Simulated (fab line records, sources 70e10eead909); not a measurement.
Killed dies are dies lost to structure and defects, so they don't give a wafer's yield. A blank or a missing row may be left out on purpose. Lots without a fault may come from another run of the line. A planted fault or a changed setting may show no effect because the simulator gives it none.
Chamber matching | flow nand_harc | NHARC_A_STAIRCASE_TRIM_196 on rie_diel-03: 4 sister chambers
The step chemistry O2, time 211.2 s. 4 wafers are shown with their chamber, then 12 later ones without.

WAFERS WITH THEIR CHAMBER
wafer  | chamber | showerhead_plenum_p_Torr (Torr)
L076.5 | 2       | 3.56
L088.6 | 1       | 3.28
L090.3 | 3       | 3.58
L090.6 | 0       | 3.38

WAFERS WITHOUT THEIR CHAMBER
wafer  | showerhead_plenum_p_Torr (Torr)
L091.2 | 3.27
L091.3 | 3.37
L091.6 | 3.27
L093.2 | 3.37
L093.3 | 3.27
L093.5 | 3.55
L094.1 | 3.37
L094.3 | 3.55
L094.6 | 3.27
L095.1 | 3.37
L095.4 | 3.58
L095.5 | 3.58

WHICH CHAMBER EACH WENT THROUGH
wafer  | from the rows above | in truth
L091.2 | 1                   | 1
L091.3 | 0                   | 0
L091.6 | 1                   | 1
L093.2 | 0                   | 0
L093.3 | 1                   | 1
L093.5 | 2                   | 2
L094.1 | 0                   | 0
L094.3 | 2                   | 2
L094.6 | 1                   | 1
L095.1 | 0                   | 0
L095.4 | 3                   | 3
L095.5 | 3                   | 3
Placed correctly: 12 of 12. Can't be placed from these rows: 0. Placed wrongly: 0.
How it was worked out, from the rows above alone: a wafer's distance from a chamber is the root of the sum, over the readings, of the square of ((its reading less the chamber's mean) divided by the reading's scatter). The wafer belongs to the nearest chamber; if the next one is less than 2 further off, it can't be placed. A chamber's mean is the mean of its shown wafers. The scatter: with one shown wafer a chamber, the root of the mean of the squares of how far each hidden wafer lies from its nearest shown one.
